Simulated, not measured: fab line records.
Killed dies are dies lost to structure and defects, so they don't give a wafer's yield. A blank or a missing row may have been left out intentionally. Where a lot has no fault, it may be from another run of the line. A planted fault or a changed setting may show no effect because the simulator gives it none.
A lot that was struck, set against a sound lot | flow n5 finfet | 36 steps out of a route of 1938
Sound: wafers L399.1, L399.2, L399.6. Struck: wafer L401.4 (left out: L401.3, L401.5 of the same lot, which were not struck); the cause appears at the end.
Each step with rows lists, per side, the tool, then ch with its chambers, then its first start. Under that, the readings that differ: sound wafers | struck wafers | difference of the means | sigmas: that difference in standard deviations of wafers without a fault.
alike: same words and numbers on both sides, and readings whose means sit less than 2 such deviations apart. not compared: any withheld reading, any reading some wafer has no value for, any bound like >300 that may hide the same value, and any number with overlapping values for which the record gives no deviation.
The two part at a step that has a row with sigmas, a row that says differs or no value, or rows on one side only. Numbers that don't overlap but have no deviation are shown without sigmas and don't part them. A reading missing from all wafers of one side parts the sides only when that side holds two or more wafers.

first, 9 steps without rows for these wafers: N5_PMOS_HMC_CHANNEL_EPI_EPI_26 (deposits Si from SiH4/H2, target thk 3.8 nm, time 22.7 s); N5_FIN_SAQP_PRECLEAN_42 (cleans in O3/DIW, time 60 s); N5_FIN_SAQP_PRECLEAN_00 (cleans in SC1, time 60 s); N5_FIN_SAQP_PRECLEAN_44 (cleans in SC2, time 45 s); N5_FIN_SAQP_SRD_01 (time 30 s); N5_FIN_SAQP_ALD_61 (deposits SiO2, target thk 4 nm, pulse time 1 s, purge time 2 s); N5_FIN_SAQP_DENSIFY_62 (time 60 s); N5_FIN_SAQP_HM_DEP_03 (deposits SiNx from SiH4/NH3/N2, target thk 38 nm, time 33.6 s); N5_FIN_SAQP_PECVD_47 (deposits a-Si from SiH4/He, target thk 45 nm, time 36.3 s).
N5_FIN_SAQP_PECVD_48: deposits SiNx from SiH4/NH3/N2, target thk 25 nm, time 22.1 s.
  sound on pecvd-01 ch 1,2, day 6 10:16; struck on pecvd-04 ch 0, day 6 21:38
  reading                                     | sound             | struck | difference | sigmas
  model.SiNx_of_FIN_SAQP_PECVD_48.thk nm (nm) | 24.95 25.22 25.84 | 38.05  | +12.71     |
  alike: heater power w, showerhead plenum p Torr, throttle valve pct
then, 16 steps without rows for these wafers: N5_FIN_SAQP_PECVD_06 (deposits a-Si from SiH4/He, target thk 60 nm, time 48.1 s); N5_FIN_SAQP_HM_DEP_72 (deposits SiO2 from SiH4/N2O, target thk 12 nm, time 7.2 s); N5_FIN_SAQP_COAT_49 (time 60 s, resist thk 100 nm); N5_FIN_SAQP_COAT_50 (time 60 s, resist thk 35 nm); N5_FIN_SAQP_COAT_10 (resist thk 90 nm); N5_FIN_SAQP_EBR_12; N5_FIN_SAQP_SOFTBAKE_11 (time 60 s); N5_FIN_SAQP_EXPOSE_13 (exposes mask FIN CORE, target cd 35.6 nm); N5_FIN_SAQP_PEB_14 (peb time 60 s); N5_FIN_SAQP_DEVELOP_15 (develop time 30 s); N5_FIN_SAQP_DESCUM_21 (chemistry O2, time 7.9 s); N5_FIN_SAQP_ETCH_51 (etches SiARC in CF4, target depth 45.5 nm, time 75.8 s); N5_FIN_SAQP_ETCH_52 (etches SOC in N2/H2, target depth 100 nm, overetch 20 nm, time 150 s); N5_FIN_SAQP_STRIP_53 (strips in N2/H2); N5_FIN_SAQP_HM_OPEN_73 (chemistry CHF3/O2, target SiO2, stops on a-Si, target depth 12 nm, time 16.8 s); N5_FIN_SAQP_STRIP_74 (strips in CHF3/O2).
N5_FIN_SAQP_MANDREL_ETCH_22: etches a-Si in HBr/Cl2, stops on SiNx, target depth 60 nm, bt time 10 s, time 30 s.
  sound on rie si-05 ch 0,1,2, day 6 11:16; struck on rie si-02 ch 1, day 6 22:56
  reading                                     | sound             | struck | difference | sigmas
  model.SiNx_of_FIN_SAQP_PECVD_48.thk nm (nm) | 24.92 25.22 25.74 | 37.98  | +12.69     |
  alike: chamber pressure mTorr, drypump motor current A, oes product au, throttle valve pct
  not compared: rf hours counter h
then, 7 steps without rows for these wafers: N5_FIN_SAQP_STRIP_55 (strips in N2/H2); N5_FIN_SAQP_STRIP_23 (strips in SPM, time 750 s); N5_FIN_SAQP_SRD_66 (time 30 s); N5_FIN_SAQP_RECESS_75 (chemistry HF/NH3, target SiO2, target depth 14.4 nm, afs cycles 3, sublimation time 60 s); N5_FIN_SAQP_SPACER1_ALD_24 (deposits SiO2, target thk 20.3 nm, pulse time 1 s, purge time 2 s); N5_FIN_SAQP_SPACER1_ETCHBACK_25 (etches SiO2 in CHF3/O2, target depth 24.4 nm, time 12.2 s); N5_FIN_SAQP_MANDREL1_REMOVE_56 (chemistry HBr/Cl2/O2, target a-Si, stops on SiNx, bt time 10 s).
N5_FIN_SAQP_ETCH_57: etches SiNx in CH3F/O2, target depth 32.5 nm, time 46.4 s.
  sound on rie diel-01 ch 0,1, day 6 13:26; struck on rie diel-06 ch 3, day 7 01:20
  reading                         | sound                | struck | difference | sigmas
  chamber pressure mTorr (mTorr)  | 29.997 29.988 29.955 | 30.065 | +0.085     | +3
  etch rf on time s (s)           | 47.0 46.8 48.2       | 72.4   | +25.1      | +26
  showerhead plenum p Torr (Torr) | 2.08 2.15 2.08       | 1.91   | -0.19      | -3
  model.etch.depth nm (nm)        | 24.92 25.22 25.74    | 37.98  | +12.69     |
  alike: drypump motor current A, mfc ar sccm, oes product au, rf vpp V, throttle valve pct
  not compared: rf hours counter h
-- record jumps: 7 days separate the struck wafers' starts on either side; left off in module FIN_SAQP, taken up again in module BEOL_M4, whose first shown step is the route's number 1111 --
N5_BEOL_M4_RC_MEAS_101:
  sound on prober-02 ch 0, day 14 01:40; struck on prober-02 ch 0, day 14 10:44
  alike: DIBL_N, DIBL_P, IOFF_N, IOFF_P, ION_N, ION_P, SS_N, SS_P, VT_N, VT_P

== WHERE THEY PART ==
N5_FIN_SAQP_ETCH_57 only, going by this record. Later steps at which nothing parts them and some readings are alike: N5_BEOL_M4_RC_MEAS_101.

WHY: the cause the simulator had injected
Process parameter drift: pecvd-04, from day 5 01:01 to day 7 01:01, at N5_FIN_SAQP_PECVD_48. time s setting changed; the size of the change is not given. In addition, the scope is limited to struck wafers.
